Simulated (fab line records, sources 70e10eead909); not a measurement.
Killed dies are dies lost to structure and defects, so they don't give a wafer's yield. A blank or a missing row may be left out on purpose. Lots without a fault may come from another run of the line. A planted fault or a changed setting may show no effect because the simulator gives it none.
Which tool did it? | flow nand_harc | 10 lots, 30 wafers sampled, at 7 steps of a route of 1302

WHAT THE GAUGES READ, wafer by wafer
NHARC_A_CHANNEL_HOLE_D1_OVL_MEAS_11.
lot  | measured     | on         | overlay_x_nm (nm) | overlay_y_nm (nm)
L318 | day 8 08:16  | overlay-01 | -1.0 0.0 -0.6     | 0.4 0.5 0.4
L319 | day 9 03:50  | overlay-01 | 0.1 0.7 0.6       | 1.1 0.8 0.6
L327 | day 12 07:41 | overlay-01 | -0.4 -0.5 -0.5    | 0.5 0.6 0.6
L328 | day 13 00:45 | overlay-02 | 0.5 0.0 -0.1      | -1.2 -0.8 -1.2
L330 | day 13 06:32 | overlay-01 | -1.2 -1.4 -0.7    | 0.0 0.6 0.8
L336 | day 16 07:08 | overlay-02 | 0.7 0.1 0.2       | 1.3 1.7 1.0
L337 | day 16 12:22 | overlay-01 | -0.5 -0.9 -1.3    | -0.3 -0.3 -0.5
L338 | day 16 19:56 | overlay-01 | -0.4 -0.5 -0.2    | 0.3 0.6 0.3
L340 | day 17 14:53 | overlay-01 | -0.3 -0.7 -0.1    | 0.4 0.4 0.0
L341 | day 18 01:41 | overlay-02 | -0.3 0.0 -0.3     | -0.3 -0.1 -0.4

NHARC_A_CHANNEL_HOLE_D1_INSPECT_12.
lot  | measured     | on                | raw_defect_count
L318 | day 8 08:18  | defect_inspect-01 | 5 6 9
L319 | day 9 03:52  | defect_inspect-02 | 6 7 4
L327 | day 12 07:43 | defect_inspect-01 | 3 6 3
L328 | day 13 00:47 | defect_inspect-01 | 3 2 9
L330 | day 13 06:34 | defect_inspect-02 | 7 6 5
L336 | day 16 07:10 | defect_inspect-02 | 2 4 4
L337 | day 16 12:24 | defect_inspect-01 | 5 8 5
L338 | day 16 19:58 | defect_inspect-02 | 10 13 4
L340 | day 17 14:57 | defect_inspect-02 | 9 7 3
L341 | day 18 01:43 | defect_inspect-01 | 6 4 5

NHARC_A_CHANNEL_HOLE_D1_CD_MEAS_30.
lot  | measured     | on        | cd_nm (nm)
L318 | day 8 15:05  | cd_sem-01 | 91.0 89.8 88.8
L319 | day 9 13:10  | cd_sem-01 | 88.8 89.4 89.5
L327 | day 12 20:56 | cd_sem-02 | 1.0 -0.1 -0.6
L328 | day 13 09:06 | cd_sem-02 | 1.2 2.1 -0.3
L330 | day 13 13:20 | cd_sem-01 | 90.8 90.0 89.5
L336 | day 16 14:28 | cd_sem-02 | 90.9 90.6 90.7
L337 | day 16 19:30 | cd_sem-03 | 91.0 90.1 92.3
L338 | day 17 03:40 | cd_sem-03 | 89.8 90.0 88.3
L340 | day 18 04:42 | cd_sem-02 | 88.8 87.8 89.3
L341 | day 18 13:01 | cd_sem-02 | 92.1 91.1 89.9

NHARC_END_SORT_01.
lot  | measured     | on        | killed_at_array | killed_at_other | killed_at_periphery | killed_dies | killed_open | killed_short
L327 | day 29 21:17 | prober-01 | 673 669 675     | 1 6 1           | 3 2 1               | 677 677 677 | 4 7 6       | 3 1 10
L328 | day 29 12:41 | prober-02 | 670 672 666     | 2 2 2           | 5 3 9               | 677 677 677 | 5 4 6       | 6 2 6
L330 | day 29 12:43 | prober-01 | 68 52 65        | 0 3 1           | 8 6 2               | 76 61 68    | 4 4 2       | 1 1 3
L337 | day 32 19:46 | prober-01 | 54 58 64        | 1 0 0           | 0 6 3               | 55 64 67    | 3 2 3       | 2 3 4

WHICH TOOL RAN EACH LOT (tool, then ch and the chambers of the sampled wafers, then the start)
lot  | NHARC_A_CHANNEL_HOLE_D1_ETCH_34               | NHARC_A_CHANNEL_HOLE_D1_ETCH_21  | NHARC_A_CHANNEL_HOLE_D1_XSEM_31
L318 | rie_diel-08 ch 1,2, day 8 10:11 or earlier    | har_etch-01 ch 0,1, day 8 10:11  | xsem-01 ch 0, day 8 15:10
L319 | rie_diel-09 ch 1,2,3, day 9 08:05 or earlier  | har_etch-01 ch 0,1, day 9 08:05  | xsem-01 ch 0, day 9 13:16
L327 | rie_diel-09 ch 0,2,3, day 12 15:49 or earlier | har_etch-01 ch 0,1, day 12 15:49 | xsem-02 ch 0, day 12 21:01
L328 | rie_diel-09 ch 0,1,2, day 13 04:00 or earlier | har_etch-01 ch 0, day 13 04:00   | xsem-01 ch 0, day 13 09:12
L330 | rie_diel-13 ch 2,3, day 13 08:14 or earlier   | har_etch-01 ch 0,1, day 13 08:14 | xsem-01 ch 0, day 13 13:25
L336 | rie_diel-09 ch 0,1, day 16 09:04 or earlier   | har_etch-01 ch 0,1, day 16 09:04 | xsem-02 ch 0, day 16 14:34
L337 | rie_diel-09 ch 0,1,2, day 16 14:15 or earlier | har_etch-01 ch 0, day 16 14:15   | xsem-02 ch 0, day 16 19:35
L338 | rie_diel-09 ch 2,3, day 16 22:40 or earlier   | har_etch-01 ch 0,1, day 16 22:40 | xsem-02 ch 0, day 17 03:46
L340 | rie_diel-09 ch 0,1,3, day 17 18:28 or earlier | har_etch-02 ch 0,1, day 17 18:28 | xsem-01 ch 0, day 18 04:47
L341 | rie_diel-09 ch 2,3, day 18 08:02 or earlier   | har_etch-02 ch 0,1, day 18 08:02 | xsem-01 ch 0, day 18 13:05
- NHARC_A_CHANNEL_HOLE_D1_ETCH_34: etches the open film in CF4/CHF3, target depth 154 nm, time 77 s.
- NHARC_A_CHANNEL_HOLE_D1_ETCH_21: etches the open film in C4F8/O2/Ar, time 514.3 s, target depth 1600 nm.
- NHARC_A_CHANNEL_HOLE_D1_XSEM_31

WHAT THE TOOLS THEMSELVES READ (means of the sampled wafers that have a number; where no wafer has one, the mark that the record gives instead)
NHARC_A_CHANNEL_HOLE_D1_ETCH_34.
lot  | tool        | bias_w (W) | cf4_flow_sccm (sccm) | drypump_motor_current_A (A) | mfc_ar_sccm (sccm) | oes_product_au (a.u.) | rf_vpp_V (V) | showerhead_plenum_p_Torr (Torr) | throttle_valve_pct (%)
L318 | rie_diel-08 | 199.9      | 100.00               | 5.7                         | 0.014              | 0.964                 | 371.0        | 1.58                            | 16.797
L319 | rie_diel-09 | 200.4      | 99.81                | 5.3                         | 0.008              | 0.979                 | 369.3        | 1.54                            | 16.806
L327 | rie_diel-09 | 200.2      | 99.93                | 5.6                         | 0.013              | 0.933                 | 368.9        | 1.52                            | 16.815
L328 | rie_diel-09 | 199.9      | 100.03               | 5.4                         | 0.011              | 0.929                 | 369.2        | 1.54                            | 16.806
L330 | rie_diel-13 | 198.8      | 100.04               | 6.4                         | 0.000              | 0.983                 | 369.0        | 1.52                            | 16.789
L336 | rie_diel-09 | 199.5      | 99.88                | 5.7                         | 0.011              | 0.971                 | 368.9        | 1.51                            | 16.803
L337 | rie_diel-09 | 200.6      | 99.88                | 5.4                         | 0.011              | 0.974                 | 369.2        | 1.54                            | 16.805
L338 | rie_diel-09 | 199.9      | 100.19               | 5.5                         | 0.010              | 0.962                 | 369.5        | 1.51                            | 16.798
L340 | rie_diel-09 | 200.1      | 100.26               | 5.6                         | 0.008              | 0.970                 | 368.0        | 1.51                            | 16.810
L341 | rie_diel-09 | 199.7      | 100.26               | 5.3                         | 0.014              | 0.927                 | 369.8        | 1.54                            | 16.799

NHARC_A_CHANNEL_HOLE_D1_ETCH_21.
lot  | tool        | c4f8_flow_sccm (sccm) | chamber_pressure_mTorr (mTorr) | drypump_motor_current_A (A) | mfc_ar_sccm (sccm) | oes_air_line_au (a.u.) | showerhead_plenum_p_Torr (Torr) | temp_c (C) | throttle_valve_pct (%)
L318 | har_etch-01 | 89.49                 | 19.988                         | 6.5                         | 374.3              | 1.002                  | 3.66                            | -19.99     | 32.152
L319 | har_etch-01 | 89.22                 | 19.999                         | 6.5                         | 376.3              | 1.014                  | 3.65                            | -20.03     | 32.159
L327 | har_etch-01 | -                     | -                              | -                           | -                  | -                      | -                               | -          | -
L328 | har_etch-01 | -                     | -                              | -                           | -                  | -                      | -                               | -          | -
L330 | har_etch-01 | 89.45                 | 20.010                         | 6.6                         | 375.2              | 0.994                  | 3.62                            | -19.95     | 32.162
L336 | har_etch-01 | 89.28                 | 19.997                         | 6.5                         | 375.0              | 0.994                  | 3.60                            | -19.90     | 32.161
L337 | har_etch-01 | 89.34                 | 20.013                         | 6.5                         | 373.8              | 0.996                  | 3.45                            | -19.99     | 32.154
L338 | har_etch-01 | 89.00                 | 20.004                         | 6.6                         | 376.5              | 1.018                  | 3.59                            | -19.95     | 32.148
L340 | har_etch-02 | 89.33                 | 20.004                         | 5.6                         | 375.1              | 1.006                  | 3.70                            | -19.92     | 32.159
L341 | har_etch-02 | 89.10                 | 19.995                         | 5.6                         | 375.1              | 0.996                  | 3.70                            | -20.13     | 32.152

NHARC_A_CHANNEL_HOLE_D1_XSEM_31.
lot  | tool    | bot_cd_nm (nm) | bow_nm (nm) | tilt_deg (degrees)
L318 | xsem-01 | 74.9           | 9.0         | 0.11
L319 | xsem-01 | 73.6           | 8.6         | 0.11
L327 | xsem-02 | 0.5            | 0.0         | 0.01
L328 | xsem-01 | 1.4            | 0.4         | 0.13
L330 | xsem-01 | 74.8           | 9.3         | 0.14
L336 | xsem-02 | 75.9           | 9.2         | 0.04
L337 | xsem-02 | 75.0           | 9.3         | 0.13
L338 | xsem-02 | 73.2           | 8.8         | 0.06
L340 | xsem-01 | 72.4           | 8.8         | 0.11
L341 | xsem-01 | 75.3           | 8.9         | 0.06

THE ANSWER, worked out from the rows above alone
Rule: what is usual is taken from the lots themselves. Put in order of their means at a reading, lots are off if they are a third of the lots or fewer, leave a main group of 4 or more, and stand apart from it by a gap of 3 or more times the standard deviation of the main group's means; of several such gaps the widest counts. A main group whose means are all the same, to the digits that the tables above print for the reading, isn't used. A lot without any number at a reading at which 4 lots or more have one is off too. The other lots that the step has rows for count as sound. The gauges are gone through in route order, then the tools' own readings, and for those a lot's mean is taken as printed above. The first step at which some lot is off is used, and at that step the reading that is off furthest; a lot without a number counts as furthest.
Off: L327, L328, at NHARC_A_CHANNEL_HOLE_D1_CD_MEAS_30 (cd_nm). The main group: mean 90.0 nm, standard deviation 0.85.
A tool fits if, at a process step before that reading, it ran every lot that is off, and no sound lot after the first of them. The gauges at NHARC_A_CHANNEL_HOLE_D1_CD_MEAS_30 aren't tried: what is off there is off at NHARC_A_CHANNEL_HOLE_D1_ETCH_34 too, on other tools, and a gauge's error can't cause that. NHARC_A_CHANNEL_HOLE_D1_ETCH_34 gives no start for some lots, so the hours and the order of its lots are those of NHARC_A_CHANNEL_HOLE_D1_ETCH_21. None of those tried fits.

WHAT THE SIMULATOR HAD PUT IN
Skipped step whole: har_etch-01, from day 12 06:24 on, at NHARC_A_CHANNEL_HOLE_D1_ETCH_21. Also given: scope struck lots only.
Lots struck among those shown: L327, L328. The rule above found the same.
